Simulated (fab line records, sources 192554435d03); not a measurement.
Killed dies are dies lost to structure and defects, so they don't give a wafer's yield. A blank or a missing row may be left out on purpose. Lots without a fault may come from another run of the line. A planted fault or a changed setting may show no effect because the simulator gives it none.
Chamber matching | flow n5_finfet | N5_BEOL_M4_DEP_57 on pecvd-01: 3 sister chambers
The step deposits SiCN from 3MS/NH3, target thk 8 nm, time 14 s. 14 wafers are shown with their chamber, then 7 later ones without.

WAFERS WITH THEIR CHAMBER
wafer  | chamber | throttle_valve_pct (%) | showerhead_plenum_p_Torr (Torr)
L080.1 | 1       | 9.0                    | 3.671
L080.4 | 2       | 9.2                    | 3.665
L080.5 | 0       | 9.1                    | 3.674
L081.3 | 2       | 9.1                    | 3.645
L081.4 | 1       | 8.8                    | 3.676
L081.6 | 0       | 8.9                    | 3.664
L082.1 | 2       | 9.3                    | 3.663
L082.2 | 1       | 8.6                    | 3.668
L082.4 | 2       | 8.9                    | 3.648
L083.1 | 1       | 8.6                    | 3.673
L083.3 | 2       | 9.0                    | 3.660
L083.5 | 1       | 8.7                    | 3.673
L085.3 | 1       | 8.6                    | 3.667
L085.5 | 1       | 8.5                    | 3.668

SIGNATURES (means of the wafers above)
reading                  | chamber 0 | chamber 1 | chamber 2 | scatter within a chamber
throttle_valve_pct       | 9.000     | 8.686     | 9.100     | 0.162
showerhead_plenum_p_Torr | 3.66900   | 3.67086   | 3.65620   | 0.00638
Rule: a wafer's distance from a chamber is the root of the sum, over the readings, of the square of ((its reading less the chamber's mean) divided by the reading's scatter). The wafer belongs to the nearest chamber; if the next one is less than 2 further off, it can't be placed. The scatter: the root of (the sum of the squares of (reading less its chamber's mean) over the shown wafers, divided by (wafers less chambers)).

WAFERS WITHOUT THEIR CHAMBER
wafer  | throttle_valve_pct (%) | showerhead_plenum_p_Torr (Torr)
L085.6 | 9.1                    | 3.665
L095.1 | 8.9                    | 3.676
L095.3 | 9.1                    | 3.656
L095.6 | 8.9                    | 3.675
L097.1 | 9.3                    | 3.661
L097.3 | 9.1                    | 3.665
L097.6 | 9.1                    | 3.665

WHICH CHAMBER EACH WENT THROUGH
wafer  | from the rows above          | in truth
L085.6 | can't be placed: 0 or 2 or 1 | 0
L095.1 | can't be placed: 0 or 1      | 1
L095.3 | 2                            | 2
L095.6 | can't be placed: 0 or 1      | 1
L097.1 | can't be placed: 2 or 0      | 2
L097.3 | can't be placed: 0 or 2 or 1 | 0
L097.6 | can't be placed: 0 or 2 or 1 | 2
Placed correctly: 1 of 7. Can't be placed from these rows: 6 (the true chamber is among the candidates in 6). Placed wrongly: 0.
